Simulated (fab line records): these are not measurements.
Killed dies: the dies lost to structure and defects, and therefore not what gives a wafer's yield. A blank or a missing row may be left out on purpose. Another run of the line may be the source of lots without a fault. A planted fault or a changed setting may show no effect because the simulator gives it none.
fab line records | flow n5-finfet
record lots=6 | wafers=18 | last-day=17
route steps=1938 shown BEOL_M9@1419 PASSIVATION@1936
lots that met no fault: from a run of the same line without faults
start-h: start of the lot's first displayed wafer, in hours after the record's first day | wait-h: hours since the lot's step before | " identical to the entry in the row above | L1.1+2: a row that stands for several wafers | - no value present, or no start provided | * or withheld: withheld | < > ~ a bound
route shown NAME@n: NAME is a module with steps in the file, n the number in the route of the first one | usual: average and standard deviation across the fault-free wafers | same: alike in all rows | chamber/n: place in a boat | sites: per-site readings | _std_site: how widely they spread, as a standard deviation | _edge_site: mean of outer sites minus mean of inner sites | radius-mm: for every site, how far away it sits from the centre of the wafer | mask NAME#n: copy n | behind: the most recent tool/chamber to have shaped the wafer | hold: why the lot went on hold/how many hours it stayed there/how the hold came to an end | device: which transistor (n, p or np) failed to switch | end of line: the tests these same wafers got at the end of their route | a step with no rows: only its recipe | killed: not the wafer's yield, but the dies lost to structure and defects at the first sort | map: a wafer's dies, marking killed ones x, the rest . and places with no die _
set.NAME: the setting as run; set.NAME@STEP: as run at that earlier step | model.NAME: the simulator's own value behind a step, which no gauge read
certain route steps with their lots: each step a table, each wafer a row
services: the hour from which a tool's chamber was out of use, counted from the record's first day as start-h (under 0 if before that day), plus the number of hours and why
## steps
# step N5_BEOL_M9_ETCH_62
# recipe chemistry=N2/H2 | target=SOC | target-depth-a=1100 | overetch-a=220 | mask-material=SiARC | temp-c=40 | time-s=165 | ion-energy-ev=200 | pressure-mtorr=30 | source-w=840 | bias-w=150 | n2-flow-sccm=200 | h2-flow-sccm=200
# usual drypump-motor-current-A=5.8/0.41 | oes-product-au=0.68/0.069 | rf-vpp-V=524.1/2 | showerhead-plenum-p-Torr=2.55/0.07 | throttle-valve-pct=17.9/0.31
lot.wafer | tool        | chamber | start-h | wait-h | drypump-motor-current-A | oes-product-au | rf-hours-counter-h | rf-vpp-V | showerhead-plenum-p-Torr | throttle-valve-pct
L169.4    | rie-diel-02 | 2       | 248.58  | 0.1    | 6.0                     | 0.62           | -                  | 524.5    | 2.54                     | 18.4
L169.5    | "           | 3       | "       | "      | 5.7                     | 0.57           | -                  | 521.8    | 2.51                     | 18.4
L169.6    | "           | 0       | "       | "      | 6.1                     | 0.56           | -                  | 526.7    | 2.58                     | 18.1
L170.1    | rie-diel-02 | 2       | 253.90  | 0.0    | 5.9                     | 0.62           | 167                | 523.9    | 2.54                     | 18.4
L170.3    | "           | 0       | "       | "      | 6.1                     | 0.56           | 281                | 525.0    | 2.58                     | 18.1
L170.5    | "           | 3       | "       | "      | 5.7                     | 0.57           | -                  | 523.3    | 2.51                     | 18.4
L175.1    | rie-diel-04 | 2       | 299.79  | 0.0    | 5.3                     | 0.73           | 39                 | 525.1    | 2.60                     | 17.6
L175.5    | "           | 3       | "       | "      | 5.4                     | 0.71           | -                  | 523.7    | 2.58                     | 17.7
L175.6    | "           | 2       | "       | "      | 5.3                     | 0.72           | -                  | 526.1    | 2.60                     | 17.6
L177.1    | rie-diel-04 | 1       | 303.27  | 0.0    | 6.4                     | 0.70           | 79                 | 524.9    | 2.55                     | 17.8
L177.2    | "           | 3       | "       | "      | 5.4                     | 0.71           | 68                 | 524.9    | 2.58                     | 17.7
L177.3    | "           | 0       | "       | "      | 5.4                     | 0.63           | 165                | 522.5    | 2.44                     | 18.1
L183.4    | rie-diel-02 | 3       | 335.12  | 0.0    | 5.7                     | 0.81           | 6                  | 522.9    | 2.50                     | 17.9
L183.5    | "           | 3       | "       | "      | 5.7                     | 0.81           | -                  | 522.7    | 2.50                     | 18.0
L183.6    | "           | 0       | "       | "      | 6.1                     | 0.77           | -                  | 524.4    | 2.57                     | 17.6
L184.1    | rie-diel-02 | 2       | 339.94  | 0.0    | 6.0                     | 0.60           | 198                | 522.4    | 2.53                     | 18.4
L184.5    | "           | 1       | "       | "      | 6.3                     | 0.78           | -                  | 529.3    | 2.72                     | 17.8
L184.6    | "           | 0       | "       | "      | 6.1                     | 0.75           | -                  | 523.9    | 2.57                     | 17.6
# step N5_BEOL_M9_STRIP_68
# recipe chemistry=N2/H2 | temp-c=40 | n2-flow-sccm=200 | h2-flow-sccm=200 | rf-frequency-hz=6e+07
# step N5_BEOL_M9_STRIP_67
# recipe chemistry=CF4 | resist=SiARC | power-w=300 | bias-power-w=75 | pressure-mtorr=50 | cf4-flow-sccm=150 | rf-frequency-hz=6e+07
# usual drypump-motor-current-A=5.8/0.41 | oes-product-au=0.80/0.081 | rf-vpp-V=271.5/1.3 | showerhead-plenum-p-Torr=1.80/0.046 | throttle-valve-pct=13.65/0.29
lot.wafer | tool        | chamber | start-h | wait-h | drypump-motor-current-A | oes-product-au | rf-hours-counter-h | rf-vpp-V | showerhead-plenum-p-Torr | throttle-valve-pct
L169.4    | rie-diel-02 | 2       | 248.67  | 0.0    | 6.0                     | 0.74           | -                  | 271.1    | 1.80                     | 13.99
L169.5    | "           | 3       | "       | "      | 5.7                     | 0.67           | -                  | 270.3    | 1.76                     | 14.05
L169.6    | "           | 0       | "       | "      | 6.1                     | 0.66           | -                  | 271.3    | 1.83                     | 14.04
L170.1    | rie-diel-02 | 2       | 254.04  | 0.0    | 5.9                     | 0.73           | 167                | 271.9    | 1.80                     | 14.00
L170.3    | "           | 0       | "       | "      | 6.1                     | 0.66           | 281                | 272.1    | 1.83                     | 14.06
L170.5    | "           | 3       | "       | "      | 5.7                     | 0.67           | -                  | 272.4    | 1.76                     | 14.05
L175.1    | rie-diel-04 | 2       | 299.93  | 0.0    | 5.2                     | 0.86           | 39                 | 272.8    | 1.83                     | 13.27
L175.5    | "           | 3       | "       | "      | 5.4                     | 0.84           | -                  | 271.7    | 1.81                     | 13.37
L175.6    | "           | 2       | "       | "      | 5.2                     | 0.87           | -                  | 273.0    | 1.83                     | 13.25
L177.1    | rie-diel-04 | 1       | 303.41  | 0.0    | 6.5                     | 0.83           | 79                 | 271.1    | 1.81                     | 13.66
L177.2    | "           | 3       | "       | "      | 5.4                     | 0.83           | 68                 | 271.6    | 1.81                     | 13.35
L177.3    | "           | 0       | "       | "      | 5.4                     | 0.74           | 165                | 271.4    | 1.72                     | 13.58
L183.4    | rie-diel-02 | 3       | 335.27  | 0.0    | 5.7                     | 0.96           | 6                  | 270.5    | 1.76                     | 13.46
L183.5    | "           | 3       | "       | "      | 5.7                     | 0.97           | -                  | 270.8    | 1.76                     | 13.47
L183.6    | "           | 0       | "       | "      | 6.0                     | 0.90           | -                  | 270.8    | 1.83                     | 13.45
L184.1    | rie-diel-02 | 2       | 340.08  | 0.0    | 5.9                     | 0.71           | 198                | 271.1    | 1.80                     | 14.07
L184.5    | "           | 1       | "       | "      | 6.3                     | 0.91           | -                  | 273.0    | 1.89                     | 13.32
L184.6    | "           | 0       | "       | "      | 6.0                     | 0.90           | -                  | 271.6    | 1.83                     | 13.44
# step N5_BEOL_M9_HM_OPEN_17
# recipe chemistry=Cl2/BCl3 | target-depth-a=200 | overetch-a=60 | target=TiN | mask-material=SOC | ion-energy-ev=150 | pressure-mtorr=10 | icp-w=1000 | bias-w=126 | Cl2_flow_sccm=53.25 | bcl3-flow-sccm=21.75 | Ar_flow_sccm=25
# usual drypump-motor-current-A=5.9/0.5 | mfc-cl2-sccm=53.24/0.16 | oes-product-au=0.66/0.061 | throttle-valve-pct=22.06/0.29
lot.wafer | tool         | chamber | start-h | wait-h | drypump-motor-current-A | mfc-cl2-sccm | oes-product-au | rf-hours-counter-h | throttle-valve-pct
L169.4    | rie-metal-03 | 1       | 248.73  | 0.1    | 6.5                     | 53.30        | 0.59           | -                  | 21.93
L169.5    | "            | 1       | "       | "      | 6.5                     | 53.00        | 0.60           | -                  | 21.96
L169.6    | "            | 0       | "       | "      | 5.2                     | 53.09        | 0.70           | -                  | 21.80
L170.1    | rie-metal-01 | 1       | 254.08  | 0.0    | 6.5                     | 53.21        | 0.64           | 41                 | 21.91
L170.3    | "            | 1       | "       | "      | 6.5                     | 53.00        | 0.66           | -                  | 21.89
L170.5    | "            | 0       | "       | "      | 6.4                     | 53.34        | 0.82           | -                  | 22.20
L175.1    | rie-metal-02 | 0       | 299.97  | 0.0    | 5.9                     | 53.15        | 0.66           | 49                 | 21.85
L175.5    | "            | 0       | "       | "      | 5.9                     | 52.82        | 0.65           | -                  | 21.83
L175.6    | "            | 1       | "       | "      | 5.5                     | 53.25        | 0.62           | -                  | 22.58
L177.1    | rie-metal-02 | 0       | 303.45  | 0.0    | 5.8                     | 53.35        | 0.65           | 50                 | 21.84
L177.2    | "            | 1       | "       | "      | 5.4                     | 53.40        | 0.61           | 70                 | 22.58
L177.3    | "            | 1       | "       | "      | 5.4                     | 53.31        | 0.62           | -                  | 22.59
L183.4    | rie-metal-01 | 0       | 335.34  | 0.1    | 6.4                     | 53.27        | 0.77           | -                  | 22.22
L183.5    | "            | 1       | "       | "      | 6.5                     | 53.38        | 0.63           | -                  | 21.92
L183.6    | "            | 0       | "       | "      | 6.4                     | 52.82        | 0.77           | -                  | 22.24
L184.1    | rie-metal-01 | 1       | 340.13  | 0.0    | 6.5                     | 53.32        | 0.63           | 48                 | 21.91
L184.5    | "            | 0       | "       | "      | 6.4                     | 53.36        | 0.77           | -                  | 22.22
L184.6    | "            | 1       | "       | "      | 6.6                     | 53.59        | 0.64           | -                  | 21.89
# step N5_BEOL_M9_STRIP_19
# recipe chemistry=O2 | power-w=400 | temp-c=40 | pressure-mtorr=30 | rf-frequency-hz=6e+07 | bias-power-w=0 | overash-fraction=0.2 | o2-flow-sccm=225
# usual drypump-motor-current-A=5.9/0.38 | oes-product-au=0.79/0.1 | rf-vpp-V=3.7/0.59 | showerhead-plenum-p-Torr=2.11/0.064 | throttle-valve-pct=16.78/0.27
lot.wafer | tool        | chamber | start-h | wait-h | drypump-motor-current-A | oes-product-au | rf-hours-counter-h | rf-vpp-V | showerhead-plenum-p-Torr | throttle-valve-pct
L169.4    | rie-diel-04 | 2       | 248.81  | 0.1    | 5.3                     | 0.90           | 25                 | 3.6      | 2.13                     | 16.28
L169.5    | "           | 3       | "       | "      | 5.4                     | 0.86           | -                  | 3.4      | 2.15                     | 16.53
L169.6    | "           | 2       | "       | "      | 5.3                     | 0.90           | -                  | 3.5      | 2.13                     | 16.26
L170.1    | rie-diel-05 | 2       | 254.30  | 0.2    | 5.9                     | 0.77           | 123                | 3.7      | 2.11                     | 16.77
L170.3    | "           | 0       | "       | "      | 5.0                     | 0.78           | 150                | 3.3      | 2.08                     | 16.99
L170.5    | "           | 2       | "       | "      | 5.9                     | 0.78           | -                  | 3.5      | 2.11                     | 16.78
L175.1    | rie-diel-02 | 0       | 300.10  | 0.1    | 6.1                     | 0.96           | 1                  | 3.7      | 2.14                     | 16.53
L175.5    | "           | 2       | "       | "      | 5.9                     | 0.71           | -                  | 4.0      | 2.08                     | 17.07
L175.6    | "           | 1       | "       | "      | 6.3                     | 0.96           | -                  | 4.1      | 2.24                     | 16.52
L177.1    | rie-diel-05 | 1       | 303.56  | 0.1    | 5.8                     | 0.81           | 77                 | 2.5      | 2.01                     | 16.37
L177.2    | "           | 3       | "       | "      | 5.9                     | 0.71           | 209                | 4.6      | 2.14                     | 16.99
L177.3    | "           | 2       | "       | "      | 5.9                     | 0.77           | 140                | 4.3      | 2.11                     | 16.80
L183.4    | rie-diel-02 | 0       | 335.42  | 0.1    | 6.1                     | 0.90           | 15                 | 3.5      | 2.13                     | 16.54
L183.5    | "           | 0       | "       | "      | 6.1                     | 0.92           | -                  | 2.8      | 2.13                     | 16.55
L183.6    | "           | 1       | "       | "      | 6.3                     | 0.92           | -                  | 2.7      | 2.24                     | 16.57
L184.1    | rie-diel-02 | 1       | 340.24  | 0.1    | 6.3                     | 0.91           | 24                 | 3.9      | 2.24                     | 16.56
L184.5    | "           | 0       | "       | "      | 6.1                     | 0.90           | -                  | 3.3      | 2.13                     | 16.55
L184.6    | "           | 1       | "       | "      | 6.3                     | 0.91           | -                  | 3.7      | 2.24                     | 16.58
# step N5_BEOL_M9_CD_MEAS_18
# recipe pitch-nm=140 | target-cd-nm=70
# usual cd-nm=69.9/0.64
lot.wafer | tool      | chamber | start-h | wait-h | cd-nm
L169.4    | cd-sem-02 | -       | 248.89  | 0.1    | 70.7
L169.5    | "         | -       | "       | "      | 70.0
L169.6    | "         | -       | "       | "      | 70.2
L170.1    | cd-sem-01 | -       | 254.37  | 0.0    | 70.5
L170.3    | "         | -       | "       | "      | 70.2
L170.5    | "         | -       | "       | "      | 70.2
L175.1    | cd-sem-02 | -       | 300.17  | 0.0    | 69.5
L175.5    | "         | -       | "       | "      | 69.9
L175.6    | "         | -       | "       | "      | 69.5
L177.1    | cd-sem-03 | -       | 303.63  | 0.0    | 68.8
L177.2    | "         | -       | "       | "      | 70.1
L177.3    | "         | -       | "       | "      | 69.0
L183.4    | cd-sem-02 | -       | 335.49  | 0.1    | 69.8
L183.5    | "         | -       | "       | "      | 69.0
L183.6    | "         | -       | "       | "      | 69.6
L184.1    | cd-sem-03 | -       | 340.31  | 0.0    | 69.7
L184.5    | "         | -       | "       | "      | 68.3
L184.6    | "         | -       | "       | "      | 69.4
# step N5_BEOL_M9_COAT_63
# recipe resist=SOC | temp-c=250 | time-s=60 | spin-rpm=1500 | resist-thk-nm=60
# step N5_BEOL_M9_COAT_64
# recipe resist=SiARC | temp-c=220 | time-s=60 | spin-rpm=1500 | resist-thk-nm=12
# step N5_BEOL_M9_COAT_75
# recipe resist=underlayer | temp-c=205 | time-s=60 | spin-rpm=1500 | resist-thk-nm=5
# step N5_BEOL_M9_COAT_22
# recipe resist=CAR-EUV | spin-rpm=1500 | resist-thk-nm=30
# step N5_BEOL_M9_EBR_24
# recipe solvent=PGMEA | ebr-width-mm=1.5
# step N5_BEOL_M9_SOFTBAKE_23
# recipe temp-c=110 | time-s=60 | resist=CAR-EUV
# step N5_BEOL_M9_EXPOSE_25
# recipe mask-id=V8 | na=0.33 | source-shape=annular | sigma-inner=0.4 | sigma-outer=0.8 | polarization=unpolarized | dose-mj=37.25
# usual exposure-dose-mJ-cm2=37.21/0.061
# same sigma-outer=0.8
lot.wafer | tool           | chamber | start-h | wait-h | mask | exposure-dose-mJ-cm2
L169.4    | euv-scanner-02 | 0       | 249.09  | -      | V8#0 | 37.30
L169.5    | "              | 0       | "       | "      | V8#0 | 37.31
L169.6    | "              | 0       | "       | "      | V8#0 | 37.30
L170.1    | euv-scanner-01 | 0       | 257.19  | -      | V8#0 | 37.14
L170.3    | "              | 0       | "       | "      | V8#0 | 37.16
L170.5    | "              | 0       | "       | "      | V8#0 | 37.17
L175.1    | euv-scanner-02 | 0       | 301.47  | -      | V8#0 | 35.61
L175.5    | "              | 0       | "       | "      | V8#0 | 35.66
L175.6    | "              | 0       | "       | "      | V8#0 | 35.64
L177.1    | euv-scanner-02 | 0       | 304.40  | -      | V8#0 | 36.02
L177.2    | "              | 0       | "       | "      | V8#0 | 36.01
L177.3    | "              | 0       | "       | "      | V8#0 | 36.01
L183.4    | euv-scanner-01 | 0       | 335.68  | -      | V8#0 | 37.20
L183.5    | "              | 0       | "       | "      | V8#0 | 37.17
L183.6    | "              | 0       | "       | "      | V8#0 | 37.20
L184.1    | euv-scanner-01 | 0       | 342.15  | -      | V8#0 | 37.21
L184.5    | "              | 0       | "       | "      | V8#0 | 37.16
L184.6    | "              | 0       | "       | "      | V8#0 | 37.21
# step N5_BEOL_M9_PEB_26
# recipe peb-temp-c=100 | peb-time-s=60 | resist=CAR-EUV
# step N5_BEOL_M9_DEVELOP_27
# recipe develop-time-s=30 | developer=TMAH | resist=CAR-EUV | rinse-liquid=surfactant-rinse | dry=air-spin | dev-temp-c=23
# step N5_BEOL_M9_CD_MEAS_28
# recipe target-cd-nm=70 | landing-energy-ev=500 | detector=se-inlens | polarity=opening
# usual cd-nm=69.91/0.29
lot.wafer | tool      | chamber | start-h | wait-h | cd-nm
L169.4    | cd-sem-03 | 0       | 249.20  | -      | 69.99
L169.5    | "         | 0       | "       | "      | 70.29
L169.6    | "         | 0       | "       | "      | 69.53
L170.1    | cd-sem-03 | 0       | 257.32  | -      | 69.47
L170.3    | "         | 0       | "       | "      | 69.76
L170.5    | "         | 0       | "       | "      | 69.79
L175.1    | cd-sem-03 | 0       | 301.60  | -      | 68.62
L175.5    | "         | 0       | "       | "      | 68.63
L175.6    | "         | 0       | "       | "      | 68.70
L177.1    | cd-sem-02 | 0       | 304.53  | -      | 69.18
L177.2    | "         | 0       | "       | "      | 68.90
L177.3    | "         | 0       | "       | "      | 68.62
L183.4    | cd-sem-02 | 0       | 335.79  | -      | 70.16
L183.5    | "         | 0       | "       | "      | 69.81
L183.6    | "         | 0       | "       | "      | 70.60
L184.1    | cd-sem-03 | 0       | 342.28  | -      | 69.94
L184.5    | "         | 0       | "       | "      | 69.98
L184.6    | "         | 0       | "       | "      | 70.34
# step N5_BEOL_M9_OVL_MEAS_29
# recipe points-per-wafer=522
# usual V8_OVL=-0.3/0.62
lot.wafer | tool       | chamber | start-h | wait-h | V8_OVL[nm]
L169.4    | overlay-01 | 0       | 249.25  | 0.0    | -0.6
L169.5    | "          | 0       | "       | "      | -0.1
L169.6    | "          | 0       | "       | "      | -1.1
L170.1    | overlay-01 | 0       | 257.35  | 0.0    | -0.5
L170.3    | "          | 0       | "       | "      | -1.2
L170.5    | "          | 0       | "       | "      | -1.3
L175.1    | overlay-02 | 0       | 301.63  | 0.0    | -0.3
L175.5    | "          | 0       | "       | "      | -0.5
L175.6    | "          | 0       | "       | "      | 0.1
L177.1    | overlay-02 | 0       | 304.56  | 0.0    | -1.0
L177.2    | "          | 0       | "       | "      | -0.2
L177.3    | "          | 0       | "       | "      | -0.9
L183.4    | overlay-02 | 0       | 335.85  | 0.1    | -0.3
L183.5    | "          | 0       | "       | "      | -0.8
L183.6    | "          | 0       | "       | "      | -0.1
L184.1    | overlay-02 | 0       | 342.31  | 0.0    | 0.0
L184.5    | "          | 0       | "       | "      | -0.6
L184.6    | "          | 0       | "       | "      | -1.4
# step N5_PASSIVATION_PROBE_49
# usual defect-limited-yield=91.2/1.4 | killed_at_M0_to_M3=32/10 | killed_at_M4_up=14/6.2 | killed-at-contacts=12/6.3 | killed-at-front-end=42/13 | killed-at-other=4/3.4 | killed-dies=104/17 | killed-open=67/12 | killed-short=34/8.1 | sort_bin_5_function=5.2/0.93 | sort_bin_6_memory=3.2/0.65 | sort-n-pass=1075/16 | sort-yield-pct=91.1/1.4
# same gross-dies=1180 | killed-at-back-side=0 | sort_bin_4_leakage[%]=0 | sort_bin_8_speed[%]=0
lot.wafer | tool      | chamber | start-h | wait-h | defect-limited-yield[%] | killed_at_M0_to_M3 | killed_at_M4_up | killed-at-contacts | killed-at-front-end | killed-at-other | killed-dies | killed-open | killed-short | sort_bin_5_function[%] | sort_bin_6_memory[%] | sort-n-pass | sort-yield-pct[%]
L175.1    | prober-02 | -       | 354.89  | 0.0    | 90.5                    | 18                 | 14              | 26                 | 50                  | 4               | 112         | 71          | 40           | 5.3                    | 3.7                  | 1068        | 90.5
L175.5    | prober-02 | -       | 355.09  | 0.2    | 87.5                    | 26                 | 15              | 16                 | 89                  | 1               | 147         | 98          | 48           | 7.9                    | 4.4                  | 1033        | 87.5
L175.6    | prober-02 | -       | 355.14  | 0.3    | 90.3                    | 33                 | 12              | 12                 | 53                  | 4               | 114         | 79          | 33           | 5.8                    | 3.4                  | 1066        | 90.3
# killed by level:class
L175.1 MOL_CONTACT_COAG:geometric-particle:open=17 STI_FIN_REVEAL:geometric-particle:open=15 FIN_SAQP:geometric-particle:short=12 BEOL_M4:geometric-particle:open=10 MOL_CONTACT_COAG:geometric-particle:short=9 FIN_SAQP:geometric-particle:open=5 BEOL_M2:geometric-particle:open=5 STARTING-WAFER:geometric-particle:open=5
L175.5 STI_FIN_REVEAL:geometric-particle:open=31 FIN_SAQP:geometric-particle:short=22 FIN_SAQP:geometric-particle:open=13 MOL_CONTACT_COAG:geometric-particle:open=13 BEOL_M0_SAQP:geometric-particle:short=8 BEOL_M0_SAQP:geometric-particle:open=7 BEOL_M4:geometric-particle:open=7 GATE_CUT:geometric-particle:short=5
L175.6 STI_FIN_REVEAL:geometric-particle:open=16 FIN_SAQP:geometric-particle:short=13 BEOL_M3:geometric-particle:open=11 MOL_CONTACT_COAG:geometric-particle:open=11 FIN_SAQP:geometric-particle:open=8 BEOL_M0_SAQP:geometric-particle:open=7 BEOL_M4:geometric-particle:open=6 DUMMY_GATE:geometric-particle:open=4
## services
tool           | chamber | start-h | hours | kind
rie-diel-05    | 2       | 233.75  | 3.4   | repair
euv-scanner-01 | -       | 234.10  | 0.9   | repair
euv-scanner-01 | -       | 240.38  | 4.6   | pm
euv-scanner-02 | -       | 245.00  | 1.0   | pm
rie-metal-03   | -       | 246.82  | 0.5   | repair
euv-scanner-01 | -       | 253.22  | 1.0   | pm
rie-diel-02    | 1       | 255.03  | -     | clean
rie-diel-02    | 1       | 255.03  | -     | consumable-replace:focus-ring
rie-diel-02    | 1       | 255.03  | -     | consumable-replace:showerhead
rie-diel-02    | 1       | 255.03  | 15.8  | scheduled-down
rie-diel-02    | 1       | 255.03  | 15.8  | vent-cycle
rie-diel-02    | -       | 256.05  | 0.7   | repair
rie-diel-02    | 0       | 260.26  | 18.6  | repair
euv-scanner-02 | -       | 262.99  | 2.0   | repair
rie-diel-02    | 0       | 278.93  | -     | clean
rie-diel-02    | 0       | 278.93  | -     | consumable-replace:focus-ring
rie-diel-02    | 0       | 278.93  | 18.1  | scheduled-down
rie-metal-01   | -       | 291.71  | 2.8   | pm
euv-scanner-02 | -       | 296.89  | 1.0   | pm
euv-scanner-02 | -       | 297.92  | 3.0   | repair
euv-scanner-01 | -       | 309.37  | 1.0   | pm
rie-diel-04    | 1       | 309.85  | 1.3   | repair
euv-scanner-02 | -       | 310.38  | 4.6   | pm
rie-metal-02   | 1       | 336.41  | 4.5   | repair
## key
first-sign step=N5_BEOL_M9_EXPOSE_25 | reading=exposure-dose-mJ-cm2 | direction=down | sigmas=23 | usual=37.21 | struck=35.82
effect step=N5_BEOL_M9_CD_MEAS_28 | reading=cd-nm | direction=down | sigmas=4 | usual=69.91 | struck=68.77 | through=control-loop
met-at N5_BEOL_M9_EXPOSE_25
struck-wafers L175.1,L175.5,L175.6,L177.1,L177.2,L177.3
loop-trim step=N5_BEOL_M9_EXPOSE_25 | setting=dose | lots=L177
onset-between 249.09 301.47
fault kind=process-parameter-drift | tool=euv-scanner-02 | chamber=- | onset-h=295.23 | steps=N5_BEOL_M9_EXPOSE_25 | channel=dose-mj | offset=-1.5687 | shape=step | acts-in=these-recipes-only | stated=37.25
# loop-trim: a control loop set the setting to another value than it would have without faults
